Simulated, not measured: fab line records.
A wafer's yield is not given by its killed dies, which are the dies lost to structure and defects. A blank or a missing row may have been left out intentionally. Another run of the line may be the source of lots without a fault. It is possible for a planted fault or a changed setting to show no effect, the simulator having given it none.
Which tool is to blame? :: flow n5 finfet :: 11 lots with 33 wafers sampled at 2 steps, on a route of 1938 steps

WHAT THE GAUGES SHOWED, per wafer
N5_PASSIVATION_CD_MEAS_44: target cd 40000 nm.
lot: L629
measured: day 12 13:19
on: cd sem-02
cd nm (nm): 39993 39995 40000

lot: L630
measured: day 12 19:04
on: cd sem-03
cd nm (nm): 40006 40004 40001

lot: L632
measured: day 13 13:23
on: cd sem-02
cd nm (nm): 40003 40000 39999

lot: L635
measured: day 14 19:11
on: cd sem-03
cd nm (nm): 40007 40000 40000

lot: L638
measured: day 14 23:19
on: cd sem-02
cd nm (nm): 40002 39994 39997

lot: L641
measured: day 16 03:18
on: cd sem-03
cd nm (nm): 40001 40000 40004

lot: L642
measured: day 16 13:44
on: cd sem-03
cd nm (nm): 40000 39998 40003

lot: L644
measured: day 16 19:31
on: cd sem-01
cd nm (nm): 40000 40000 39997

lot: L645
measured: day 17 06:04
on: cd sem-02
cd nm (nm): 39992 39999 39999

lot: L646
measured: day 17 16:30
on: cd sem-02
cd nm (nm): 39999 39995 39998

lot: L649
measured: day 18 08:47
on: cd sem-03
cd nm (nm): 40003 40003 39998

WHAT TOOL EACH LOT RAN ON (gives the tool, then ch and the chambers of the sampled wafers, and finally the start)
lot: L629
N5_MIM_BOT_ETCH_ETCH_04: rie diel-06 ch 0,2,3, day 12 07:37

lot: L630
N5_MIM_BOT_ETCH_ETCH_04: rie diel-01 ch 0,1,3, day 12 11:13

lot: L632
N5_MIM_BOT_ETCH_ETCH_04: rie diel-03 ch 0,1,3, day 13 07:16

lot: L635
N5_MIM_BOT_ETCH_ETCH_04: rie diel-03 ch 0,2,3, day 14 14:20

lot: L638
N5_MIM_BOT_ETCH_ETCH_04: rie diel-06 ch 0,1,2, day 14 15:53

lot: L641
N5_MIM_BOT_ETCH_ETCH_04: rie diel-01 ch 0,2,3, day 15 19:58

lot: L642
N5_MIM_BOT_ETCH_ETCH_04: rie diel-03 ch 0,1,2, day 16 05:43

lot: L644
N5_MIM_BOT_ETCH_ETCH_04: rie diel-03 ch 0,2,3, day 16 13:13

lot: L645
N5_MIM_BOT_ETCH_ETCH_04: rie diel-01 ch 0,3, day 17 00:12

lot: L646
N5_MIM_BOT_ETCH_ETCH_04: rie diel-03 ch 2,3, day 17 10:31

lot: L649
N5_MIM_BOT_ETCH_ETCH_04: rie diel-06 ch 0,1,3, day 18 01:59
- N5_MIM_BOT_ETCH_ETCH_04: etches SiNx in CF4/O2, target depth 26 nm, time 13 s.

THE ANSWER, worked out from the rows above alone
Rule: the lots themselves supply what counts as usual. Put in order of their means at a reading, lots are off if they are a third of the lots or fewer, leave a main group of 4 or more, and stand apart from it by a gap of 3 or more times the standard deviation of the main group's means; of several such gaps the widest counts. Not used: any main group whose means are identical at the precision the tables above print for the reading. A lot without any number at a reading at which 4 lots or more have one is off too. The other lots that the step has rows for count as sound.
No lot is off on any of the readings shown, so nothing can be concluded from this.

WHAT HAD BEEN PUT IN BY THE SIMULATOR
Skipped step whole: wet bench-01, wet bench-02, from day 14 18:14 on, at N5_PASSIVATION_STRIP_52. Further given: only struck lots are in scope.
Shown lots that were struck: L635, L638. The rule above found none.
